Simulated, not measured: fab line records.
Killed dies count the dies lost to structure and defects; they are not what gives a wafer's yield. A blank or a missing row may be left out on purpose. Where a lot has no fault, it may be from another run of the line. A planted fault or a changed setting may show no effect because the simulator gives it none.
fab line records + flow nand-harc
record:
- lots: 11
- wafers: 33
- last-day: 32
route steps=1302 shown A_BLC@1124 A_M0@1144 END@1302
lots that met no fault: taken from a fault-free run of the same line
start-h: start of the lot's first displayed wafer, in hours after the record's first day + wait-h: how many hours have passed since the lot's step before this one + " identical to the entry in the row above + L1.1+2: one row covering several wafers at once + - no value, or no start was given + * or withheld: withheld + < > ~ a bound
route shown NAME@n: NAME is a module with steps in the file, n the number in the route of the first one + usual: mean/standard deviation of fault-free wafers + same: alike in all rows + chamber/n: place in a boat + sites: the reading at each site + _std_site: how widely they spread, as a standard deviation + _edge_site: mean of outer sites minus mean of inner sites + radius-mm: for every site, how far away it sits from the centre of the wafer + mask NAME#n: copy n + behind: the most recent tool/chamber to have shaped the wafer + hold: cause of the lot's hold/its duration in hours/its outcome + device: the n, p or np transistor that did not switch + end of line: the same wafers' tests at the end of the route + where a step has no rows: the recipe by itself + killed: dies lost to structure and defects at the first sort, not the wafer's yield + map: a wafer's dies, x killed, . not, _ none there
set.NAME: the setting the step ran with; set.NAME@STEP: the setting that earlier step ran with + model.NAME: the simulator's own value behind a step, which no gauge read
a sample of lots followed through the steps of the route, with each step as a table and each wafer as a row
services: when a tool's chamber went out of use (start-h, in hours from the record's first day, below 0 if earlier), for how many hours, and the reason
== steps ==
step: NHARC_A_BLC_CD_MEAS_19
usual:
- cd-nm: 99/3.7
| lot.wafer | tool      | chamber | start-h | wait-h | cd-nm |
|-----------|-----------|---------|---------|--------|-------|
| L984.1    | cd-sem-01 | -       | 550.80  | -      | 96    |
| L984.2    | "         | -       | "       | "      | 102   |
| L984.3    | "         | -       | "       | "      | 107   |
| L985.1    | cd-sem-01 | -       | 575.66  | -      | 95    |
| L985.2    | "         | -       | "       | "      | 102   |
| L985.5    | "         | -       | "       | "      | 99    |
| L989.2    | cd-sem-03 | -       | 581.97  | -      | 104   |
| L989.3    | "         | -       | "       | "      | 99    |
| L989.6    | "         | -       | "       | "      | 96    |
| L992.3    | cd-sem-03 | -       | 621.69  | -      | 98    |
| L992.4    | "         | -       | "       | "      | 101   |
| L992.5    | "         | -       | "       | "      | 101   |
| L996.1    | cd-sem-02 | -       | 657.83  | -      | 100   |
| L996.3    | "         | -       | "       | "      | 92    |
| L996.4    | "         | -       | "       | "      | 96    |
| L995.1    | cd-sem-01 | -       | 659.58  | -      | 95    |
| L995.3    | "         | -       | "       | "      | 102   |
| L995.4    | "         | -       | "       | "      | 99    |
| L997.1    | cd-sem-01 | -       | 665.04  | -      | 100   |
| L997.3    | "         | -       | "       | "      | 103   |
| L997.4    | "         | -       | "       | "      | 97    |
| L999.3    | cd-sem-01 | -       | 670.57  | -      | 103   |
| L999.5    | "         | -       | "       | "      | 98    |
| L999.6    | "         | -       | "       | "      | 100   |
| L998.1    | cd-sem-03 | -       | 672.22  | -      | 101   |
| L998.3    | "         | -       | "       | "      | 102   |
| L998.4    | "         | -       | "       | "      | 104   |
| L101.1    | cd-sem-01 | -       | 706.01  | -      | 98    |
| L101.4    | "         | -       | "       | "      | 103   |
| L101.6    | "         | -       | "       | "      | 98    |
| L100.1    | cd-sem-03 | -       | 715.07  | -      | 104   |
| L100.2    | "         | -       | "       | "      | 100   |
| L100.5    | "         | -       | "       | "      | 97    |
step: NHARC_A_M0_EXPOSE_06
recipe:
- na: 1.35
- target-cd-nm: 80
- dose-mj: 83.25
- mask-id: A_M0
usual:
- exposure-dose-mJ-cm2: 83.26/0.091
| lot.wafer | tool            | chamber | start-h | wait-h | mask   | exposure-dose-mJ-cm2 |
|-----------|-----------------|---------|---------|--------|--------|----------------------|
| L984.1    | arfi-scanner-03 | 0       | 553.49  | -      | A_M0#0 | 83.30                |
| L984.2    | "               | 0       | "       | "      | A_M0#0 | 83.33                |
| L984.3    | "               | 0       | "       | "      | A_M0#0 | 83.30                |
| L985.1    | arfi-scanner-01 | 0       | 578.90  | -      | A_M0#0 | 83.25                |
| L985.2    | "               | 0       | "       | "      | A_M0#0 | 83.28                |
| L985.5    | "               | 0       | "       | "      | A_M0#0 | 83.21                |
| L989.2    | arfi-scanner-01 | 0       | 585.19  | -      | A_M0#0 | 83.42                |
| L989.3    | "               | 0       | "       | "      | A_M0#0 | 83.25                |
| L989.6    | "               | 0       | "       | "      | A_M0#0 | 83.12                |
| L992.3    | arfi-scanner-03 | 0       | 624.50  | -      | A_M0#0 | 83.22                |
| L992.4    | "               | 0       | "       | "      | A_M0#0 | 83.21                |
| L992.5    | "               | 0       | "       | "      | A_M0#0 | 83.37                |
| L996.1    | arfi-scanner-03 | 0       | 660.61  | -      | A_M0#0 | 83.34                |
| L996.3    | "               | 0       | "       | "      | A_M0#0 | 83.26                |
| L996.4    | "               | 0       | "       | "      | A_M0#0 | 83.20                |
| L995.1    | arfi-scanner-01 | 0       | 662.35  | -      | A_M0#0 | 83.22                |
| L995.3    | "               | 0       | "       | "      | A_M0#0 | 83.18                |
| L995.4    | "               | 0       | "       | "      | A_M0#0 | 83.16                |
| L997.1    | arfi-scanner-03 | 0       | 667.79  | -      | A_M0#0 | 83.35                |
| L997.3    | "               | 0       | "       | "      | A_M0#0 | 83.33                |
| L997.4    | "               | 0       | "       | "      | A_M0#0 | 83.36                |
| L999.3    | arfi-scanner-02 | 0       | 673.35  | -      | A_M0#0 | 83.12                |
| L999.5    | "               | 0       | "       | "      | A_M0#0 | 83.13                |
| L999.6    | "               | 0       | "       | "      | A_M0#0 | 83.33                |
| L998.1    | arfi-scanner-03 | 0       | 674.95  | -      | A_M0#0 | 62.69                |
| L998.3    | "               | 0       | "       | "      | A_M0#0 | 62.57                |
| L998.4    | "               | 0       | "       | "      | A_M0#0 | 62.63                |
| L101.1    | arfi-scanner-01 | 0       | 708.85  | -      | A_M0#0 | 83.23                |
| L101.4    | "               | 0       | "       | "      | A_M0#0 | 83.22                |
| L101.6    | "               | 0       | "       | "      | A_M0#0 | 83.15                |
| L100.1    | arfi-scanner-03 | 0       | 718.23  | -      | A_M0#0 | 66.97                |
| L100.2    | "               | 0       | "       | "      | A_M0#0 | 66.93                |
| L100.5    | "               | 0       | "       | "      | A_M0#0 | 66.92                |
step: NHARC_A_M0_CD_MEAS_09
recipe:
- target-cd-nm: 80
- landing-energy-ev: 500
usual:
- cd-nm: 80.2/0.89
| lot.wafer | tool      | chamber | start-h | wait-h | cd-nm |
|-----------|-----------|---------|---------|--------|-------|
| L984.1    | cd-sem-01 | 0       | 553.63  | -      | 81.5  |
| L984.2    | "         | 0       | "       | "      | 81.5  |
| L984.3    | "         | 0       | "       | "      | 80.9  |
| L985.1    | cd-sem-03 | 0       | 579.03  | -      | 80.4  |
| L985.2    | "         | 0       | "       | "      | 80.0  |
| L985.5    | "         | 0       | "       | "      | 79.5  |
| L989.2    | cd-sem-03 | 0       | 585.33  | -      | 79.6  |
| L989.3    | "         | 0       | "       | "      | 80.4  |
| L989.6    | "         | 0       | "       | "      | 81.0  |
| L992.3    | cd-sem-01 | 0       | 624.64  | -      | 80.0  |
| L992.4    | "         | 0       | "       | "      | 80.1  |
| L992.5    | "         | 0       | "       | "      | 80.3  |
| L996.1    | cd-sem-01 | 0       | 660.76  | -      | 79.5  |
| L996.3    | "         | 0       | "       | "      | 80.1  |
| L996.4    | "         | 0       | "       | "      | 79.2  |
| L995.1    | cd-sem-02 | 0       | 662.49  | -      | 80.0  |
| L995.3    | "         | 0       | "       | "      | 78.7  |
| L995.4    | "         | 0       | "       | "      | 79.9  |
| L997.1    | cd-sem-01 | 0       | 667.93  | -      | 78.0  |
| L997.3    | "         | 0       | "       | "      | 79.9  |
| L997.4    | "         | 0       | "       | "      | 80.5  |
| L999.3    | cd-sem-01 | 0       | 673.49  | -      | 78.5  |
| L999.5    | "         | 0       | "       | "      | 80.7  |
| L999.6    | "         | 0       | "       | "      | 81.0  |
| L998.1    | cd-sem-01 | 0       | 675.09  | -      | 61.8  |
| L998.3    | "         | 0       | "       | "      | 60.6  |
| L998.4    | "         | 0       | "       | "      | 62.0  |
| L101.1    | cd-sem-01 | 0       | 708.99  | -      | 82.0  |
| L101.4    | "         | 0       | "       | "      | 79.5  |
| L101.6    | "         | 0       | "       | "      | 80.1  |
| L100.1    | cd-sem-01 | 0       | 718.38  | -      | 65.3  |
| L100.2    | "         | 0       | "       | "      | 66.2  |
| L100.5    | "         | 0       | "       | "      | 66.3  |
step: NHARC_A_M0_OVL_MEAS_10
recipe:
- pitch-nm: 160
usual:
- overlay-x-nm: 0.3/0.74
- overlay-y-nm: -0.3/1
| lot.wafer | tool       | chamber | start-h | wait-h | overlay-x-nm | overlay-y-nm |
|-----------|------------|---------|---------|--------|--------------|--------------|
| L984.1    | overlay-01 | -       | 553.72  | -      | 1.4          | 1.6          |
| L984.2    | "          | -       | "       | "      | 1.4          | 2.3          |
| L984.3    | "          | -       | "       | "      | 2.0          | 2.1          |
| L985.1    | overlay-02 | -       | 579.12  | -      | 0.6          | -1.4         |
| L985.2    | "          | -       | "       | "      | 1.0          | -1.9         |
| L985.5    | "          | -       | "       | "      | 0.5          | -0.7         |
| L989.2    | overlay-02 | -       | 585.41  | -      | 0.6          | -1.2         |
| L989.3    | "          | -       | "       | "      | 0.3          | -1.2         |
| L989.6    | "          | -       | "       | "      | 0.7          | -1.2         |
| L992.3    | overlay-02 | -       | 624.72  | -      | 0.1          | -1.6         |
| L992.4    | "          | -       | "       | "      | 0.2          | -1.6         |
| L992.5    | "          | -       | "       | "      | 0.2          | -1.4         |
| L996.1    | overlay-01 | -       | 660.85  | -      | -1.1         | -0.6         |
| L996.3    | "          | -       | "       | "      | -1.3         | -1.7         |
| L996.4    | "          | -       | "       | "      | -1.0         | -0.6         |
| L995.1    | overlay-01 | -       | 662.58  | -      | 0.3          | -0.8         |
| L995.3    | "          | -       | "       | "      | 1.0          | -0.6         |
| L995.4    | "          | -       | "       | "      | 1.1          | -0.2         |
| L997.1    | overlay-02 | -       | 668.01  | -      | 0.3          | -0.4         |
| L997.3    | "          | -       | "       | "      | 0.3          | -0.9         |
| L997.4    | "          | -       | "       | "      | 0.4          | -0.3         |
| L999.3    | overlay-02 | -       | 673.57  | -      | 0.5          | 1.9          |
| L999.5    | "          | -       | "       | "      | 0.5          | 2.2          |
| L999.6    | "          | -       | "       | "      | 0.8          | 2.7          |
| L998.1    | overlay-02 | -       | 675.18  | -      | 1.8          | -0.6         |
| L998.3    | "          | -       | "       | "      | 1.2          | -0.2         |
| L998.4    | "          | -       | "       | "      | 1.0          | -0.8         |
| L101.1    | overlay-01 | -       | 709.07  | -      | 1.7          | -1.1         |
| L101.4    | "          | -       | "       | "      | 1.3          | -1.6         |
| L101.6    | "          | -       | "       | "      | 0.4          | -1.3         |
| L100.1    | overlay-01 | -       | 718.47  | -      | 1.4          | -0.6         |
| L100.2    | "          | -       | "       | "      | 1.4          | -0.5         |
| L100.5    | "          | -       | "       | "      | 0.7          | -0.7         |
step: NHARC_A_M0_DESCUM_14
recipe:
- time-s: 3
- o2-flow-sccm: 200
- ar-flow-sccm: 0
- bias-power-w: 0
- chemistry: O2
usual:
- chamber-pressure-mTorr: 60.01/0.053
- drypump-motor-current-A: 5.7/0.4
- oes-product-au: 1.001/0.014
- rf-vpp-V: 57.8/0.85
- showerhead-plenum-p-Torr: 1.88/0.075
- throttle-valve-pct: 11.311/0.0097
| lot.wafer | tool        | chamber | start-h | wait-h | chamber-pressure-mTorr | drypump-motor-current-A | oes-product-au | rf-hours-counter-h | rf-vpp-V | showerhead-plenum-p-Torr | throttle-valve-pct |
|-----------|-------------|---------|---------|--------|------------------------|-------------------------|----------------|--------------------|----------|--------------------------|--------------------|
| L984.2    | rie-diel-09 | 1       | 553.82  | 0.1    | 59.95                  | 6.4                     | 0.996          | 3.1                | 57.9     | 1.97                     | 11.306             |
| L984.1    | "           | 2       | "       | "      | 59.94                  | 5.8                     | 0.992          | 2.8                | 56.9     | 1.81                     | 11.314             |
| L984.3    | "           | 0       | "       | "      | 60.05                  | 5.8                     | 0.983          | 2.3                | 58.2     | 1.81                     | 11.305             |
| L985.2    | rie-diel-12 | 2       | 579.22  | 0.1    | 59.94                  | 5.5                     | 1.006          | 5.8                | 58.8     | 1.87                     | 11.307             |
| L985.1    | "           | 3       | "       | "      | 60.00                  | 5.9                     | 1.003          | 6.0                | 57.9     | 1.84                     | 11.304             |
| L985.5    | "           | 3       | "       | "      | 60.07                  | 5.9                     | 0.997          | -                  | 57.3     | 1.84                     | 11.296             |
| L989.3    | rie-diel-09 | 3       | 585.51  | 0.1    | 60.07                  | 6.1                     | 1.025          | 5.2                | 58.3     | 1.77                     | 11.303             |
| L989.2    | "           | 0       | "       | "      | 60.13                  | 5.9                     | 1.008          | 5.0                | 57.4     | 1.81                     | 11.318             |
| L989.6    | "           | 3       | "       | "      | 59.97                  | 6.2                     | 1.026          | -                  | 56.6     | 1.77                     | 11.318             |
| L992.3    | rie-diel-09 | 0       | 624.82  | 0.1    | 60.00                  | 5.9                     | 1.001          | 8.3                | 57.3     | 1.81                     | 11.320             |
| L992.4    | "           | 1       | "       | "      | 59.93                  | 6.3                     | 1.002          | 8.1                | 59.3     | 1.97                     | 11.306             |
| L992.5    | "           | 0       | "       | "      | 60.00                  | 5.9                     | 1.001          | -                  | 57.8     | 1.81                     | 11.300             |
| L996.4    | rie-diel-13 | 0       | 660.95  | 0.1    | 60.05                  | 4.8                     | 0.971          | 7.0                | 57.0     | 1.95                     | 11.324             |
| L996.1    | "           | 1       | "       | "      | 59.97                  | 5.4                     | 0.996          | 8.5                | 57.5     | 1.96                     | 11.302             |
| L996.3    | "           | 2       | "       | "      | 60.03                  | 6.3                     | 1.017          | 9.3                | 58.5     | 2.01                     | 11.316             |
| L995.1    | rie-diel-13 | 0       | 662.68  | 0.1    | 60.03                  | 4.8                     | 0.984          | 7.0                | 56.8     | 1.95                     | 11.313             |
| L995.4    | "           | 1       | "       | "      | 59.99                  | 5.4                     | 1.013          | 8.5                | 59.8     | 1.96                     | 11.319             |
| L995.3    | "           | 3       | "       | "      | 60.08                  | 5.6                     | 1.017          | 8.8                | 56.5     | 1.84                     | 11.321             |
| L997.3    | rie-diel-13 | 2       | 668.11  | 0.1    | 60.10                  | 6.3                     | 1.033          | 10.4               | 57.9     | 2.01                     | 11.324             |
| L997.4    | "           | 3       | "       | "      | 60.05                  | 5.6                     | 1.008          | 9.8                | 58.1     | 1.84                     | 11.299             |
| L997.1    | "           | 0       | "       | "      | 59.99                  | 4.8                     | 0.969          | 7.6                | 57.5     | 1.95                     | 11.299             |
| L999.3    | rie-diel-13 | 3       | 673.68  | 0.1    | 60.03                  | 5.6                     | 0.997          | 11.0               | 56.8     | 1.84                     | 11.324             |
| L999.6    | "           | 1       | "       | "      | 60.05                  | 5.4                     | 0.989          | -                  | 58.1     | 1.96                     | 11.322             |
| L999.5    | "           | 2       | "       | "      | 60.06                  | 6.3                     | 1.008          | -                  | 59.0     | 2.01                     | 11.307             |
| L998.4    | rie-diel-12 | 2       | 675.28  | 0.1    | 59.94                  | 5.5                     | 0.981          | 2.7                | 58.4     | 1.87                     | 11.310             |
| L998.1    | "           | 0       | "       | "      | 60.05                  | 5.7                     | 0.995          | 2.4                | 57.4     | 1.78                     | 11.305             |
| L998.3    | "           | 1       | "       | "      | 60.05                  | 5.6                     | 0.984          | 2.0                | 58.3     | 1.98                     | 11.310             |
| L101.4    | rie-diel-13 | 0       | 709.18  | 0.1    | 59.93                  | 4.8                     | 1.006          | 0.0                | 58.3     | 1.95                     | 11.302             |
| L101.1    | "           | 2       | "       | "      | 60.05                  | 6.3                     | 1.031          | 0.1                | 58.3     | 2.01                     | 11.321             |
| L101.6    | "           | 0       | "       | "      | 59.99                  | 4.8                     | 0.993          | -                  | 58.8     | 1.94                     | 11.310             |
| L100.1    | rie-diel-12 | 2       | 718.57  | 0.1    | 59.98                  | 5.5                     | 0.979          | 4.0                | 57.5     | 1.87                     | 11.302             |
| L100.2    | "           | 1       | "       | "      | 59.94                  | 5.6                     | 0.994          | 3.2                | 57.0     | 1.98                     | 11.331             |
| L100.5    | "           | 3       | "       | "      | 60.07                  | 5.9                     | 0.998          | -                  | 58.2     | 1.84                     | 11.309             |
step: NHARC_A_M0_CD_MEAS_16
usual:
- cd-nm: 80.2/1.2
| lot.wafer | tool      | chamber | start-h | wait-h | cd-nm |
|-----------|-----------|---------|---------|--------|-------|
| L984.1    | cd-sem-01 | -       | 554.12  | -      | 83.1  |
| L984.2    | "         | -       | "       | "      | 81.2  |
| L984.3    | "         | -       | "       | "      | 80.9  |
| L985.1    | cd-sem-01 | -       | 579.65  | 0.1    | 80.7  |
| L985.2    | "         | -       | "       | "      | 78.7  |
| L985.5    | "         | -       | "       | "      | 79.1  |
| L989.2    | cd-sem-02 | -       | 585.81  | -      | 79.5  |
| L989.3    | "         | -       | "       | "      | 82.0  |
| L989.6    | "         | -       | "       | "      | 81.5  |
| L992.3    | cd-sem-03 | -       | 625.12  | -      | 79.5  |
| L992.4    | "         | -       | "       | "      | 80.6  |
| L992.5    | "         | -       | "       | "      | 80.3  |
| L996.1    | cd-sem-02 | -       | 661.24  | -      | 80.3  |
| L996.3    | "         | -       | "       | "      | 79.8  |
| L996.4    | "         | -       | "       | "      | 79.6  |
| L995.1    | cd-sem-02 | -       | 662.98  | -      | 79.5  |
| L995.3    | "         | -       | "       | "      | 78.7  |
| L995.4    | "         | -       | "       | "      | 80.3  |
| L997.1    | cd-sem-03 | -       | 668.41  | -      | 76.3  |
| L997.3    | "         | -       | "       | "      | 80.8  |
| L997.4    | "         | -       | "       | "      | 80.6  |
| L999.3    | cd-sem-02 | -       | 673.97  | -      | 80.0  |
| L999.5    | "         | -       | "       | "      | 81.1  |
| L999.6    | "         | -       | "       | "      | 80.7  |
| L998.1    | cd-sem-02 | -       | 675.57  | -      | 61.4  |
| L998.3    | "         | -       | "       | "      | 59.3  |
| L998.4    | "         | -       | "       | "      | 61.3  |
| L101.1    | cd-sem-03 | -       | 709.47  | -      | 81.9  |
| L101.4    | "         | -       | "       | "      | 78.3  |
| L101.6    | "         | -       | "       | "      | 79.3  |
| L100.1    | cd-sem-01 | -       | 718.87  | -      | 65.2  |
| L100.2    | "         | -       | "       | "      | 65.0  |
| L100.5    | "         | -       | "       | "      | 66.2  |
step: NHARC_END_SORT_01
recipe:
- temp-c: 25
usual:
- defect-limited-yield: 92.3/2.7
- killed-at-array: 47/18
- killed-at-other: 0.9/1.1
- killed-at-periphery: 4/3.1
- killed-dies: 52/18
- killed-open: 3.1/1.5
- killed-short: 2.4/1.5
- sort_bin_2_pct: 2.7/1.2
- sort_bin_3_pct: 0.6/0.38
- sort_bin_4_pct: 4.5/1.5
- sort-n-pass: 625/18
- sort-rim-yield-pct: 89/4.5
- sort-yield-pct: 92.3/2.7
same:
- gross-dies: 677
- sort_bin_5_pct[%]: 0
- sort_bin_6_pct[%]: 0
- sort_bin_7_pct[%]: 0
- sort_bin_8_pct[%]: 0
- sort-rim-n-gross: 106.00
| lot.wafer | tool      | chamber | start-h | wait-h | defect-limited-yield[%] | killed-at-array | killed-at-other | killed-at-periphery | killed-dies | killed-open | killed-short | sort_bin_2_pct[%] | sort_bin_3_pct[%] | sort_bin_4_pct[%] | sort-n-pass | sort-rim-yield-pct[%] | sort-yield-pct[%] |
|-----------|-----------|---------|---------|--------|-------------------------|-----------------|-----------------|---------------------|-------------|-------------|--------------|-------------------|-------------------|-------------------|-------------|-----------------------|-------------------|
| L998.1    | prober-01 | 0       | 714.05  | 2.5    | 4.0                     | 649             | 0               | 1                   | 650         | 4           | 3            | 90.8              | 0.3               | 4.9               | 27          | 0                     | 4.0               |
| L998.3    | prober-01 | 0       | 715.68  | 3.1    | 5.6                     | 635             | 2               | 2                   | 639         | 2           | 2            | 91.0              | 0.6               | 2.8               | 38          | 0                     | 5.6               |
| L998.4    | prober-01 | 0       | 716.49  | 3.4    | 4.3                     | 646             | 1               | 1                   | 648         | 3           | 2            | 91.0              | 0.7               | 4.0               | 29          | 0                     | 4.3               |
killed by level:class
L998.1 A_M0:area-expose=602 A_CHANNEL_HOLE_D2:chamber-film-flake=21 A_CHANNEL_HOLE_D1:chamber-film-flake=9 A_SLIT:chamber-film-flake=5 A_STAIRCASE:chamber-film-flake=3 A_CHANNEL_FILL_D2:chamber-film-flake=2 P_GATE:geometric-particle:open=1 A_ONON_D1:geometric-particle:open=1
L998.3 A_M0:area-expose=604 A_CHANNEL_HOLE_D2:chamber-film-flake=14 A_STAIRCASE:chamber-film-flake=5 A_CHANNEL_HOLE_D1:chamber-film-flake=4 A_CHANNEL_FILL_D2:chamber-film-flake=2 THIN_TSV:chamber-film-flake=2 A_CONTACT:chamber-film-flake=2 P_CONTACT:geometric-particle:short=1
L998.4 A_M0:area-expose=598 A_CHANNEL_HOLE_D2:chamber-film-flake=19 A_SLIT:chamber-film-flake=7 A_CHANNEL_HOLE_D1:chamber-film-flake=6 A_STAIRCASE:chamber-film-flake=6 A_CHANNEL_FILL_D2:chamber-film-flake=3 A_CONTACT:chamber-film-flake=3 P_CONTACT:geometric-particle:open=1
== services ==
| tool            | chamber | start-h | hours | kind   |
|-----------------|---------|---------|-------|--------|
| rie-diel-13     | 0       | 534.06  | 16.7  | repair |
| arfi-scanner-03 | -       | 540.00  | 4.0   | pm     |
| rie-diel-12     | 1       | 552.99  | 45.9  | repair |
| arfi-scanner-01 | -       | 557.43  | 0.2   | repair |
| arfi-scanner-02 | -       | 563.63  | 0.3   | repair |
| arfi-scanner-03 | -       | 575.80  | 5.9   | repair |
| rie-diel-12     | 0       | 578.25  | 6.8   | repair |
| rie-diel-12     | -       | 587.70  | 0.2   | repair |
| rie-diel-12     | 0       | 592.10  | 1.7   | repair |
| arfi-scanner-01 | -       | 596.00  | 4.0   | pm     |
| rie-diel-12     | 2       | 598.78  | 8.2   | repair |
| rie-diel-13     | -       | 600.54  | 0.5   | repair |
| rie-diel-13     | 1       | 609.40  | 2.8   | repair |
| rie-diel-12     | -       | 622.47  | 9.0   | pm     |
| rie-diel-13     | -       | 651.88  | 0.9   | repair |
| arfi-scanner-01 | -       | 665.47  | 1.3   | repair |
| arfi-scanner-02 | -       | 666.82  | 4.0   | pm     |
| rie-diel-09     | -       | 674.10  | 9.0   | pm     |
| arfi-scanner-03 | -       | 678.40  | 1.2   | repair |
| rie-diel-12     | 0       | 691.65  | 2.1   | repair |
| rie-diel-13     | -       | 696.00  | 9.0   | pm     |
| rie-diel-13     | 2       | 710.11  | 16.1  | repair |
| rie-diel-12     | 0       | 710.66  | 5.4   | repair |
| arfi-scanner-03 | -       | 712.00  | 4.0   | pm     |
== key ==
first-sign:
- step: NHARC_A_M0_EXPOSE_06
- reading: exposure-dose-mJ-cm2
- direction: down
- sigmas: 99+
- usual: 83.26
- struck: 64.78
effect:
- step: NHARC_A_M0_CD_MEAS_09
- reading: cd-nm
- direction: down
- sigmas: 18
- usual: 80.2
- struck: 63.7
- through: control-loop
effect:
- step: NHARC_A_M0_CD_MEAS_16
- reading: cd-nm
- direction: down
- sigmas: 14
- usual: 80.2
- struck: 63.1
- through: control-loop
effect:
- step: NHARC_END_SORT_01
- reading: sort_bin_2_pct
- direction: up
- sigmas: 74
- usual: 2.7
- struck: 90.9
more-kills-born-at:
- NHARC_A_M0_EXPOSE_06@arfi-scanner-03: 1804
met-at NHARC_A_M0_EXPOSE_06
struck-lots L998,L100
later-rows-left-out L998.1,L998.3,L998.4
sort-left-out L100.1,L100.2,L100.5
loop-trim:
- step: NHARC_A_M0_EXPOSE_06
- setting: dose
- lots: L100
not-acting-at NHARC_A_BLC_CD_MEAS_19,NHARC_A_M0_OVL_MEAS_10,NHARC_A_M0_DESCUM_14
onset-between 667.79 674.95
fault:
- kind: process-parameter-drift
- tool: arfi-scanner-03
- chamber: -
- onset-h: 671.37
- steps: NHARC_A_M0_EXPOSE_06
- channel: dose-mj
- offset: -20.483
- shape: step
- acts-in: these-recipes-only
- stated: 83.25
sort-left-out: the simulated sort isn't trusted on such a fault, so these wafers' sort isn't shown, and their yield isn't known
later-rows-left-out: the simulator's readings of these wafers behind a module that went badly wrong aren't trusted and aren't shown, but for the sort
loop-trim: a control loop set the setting to another value than it would have without faults
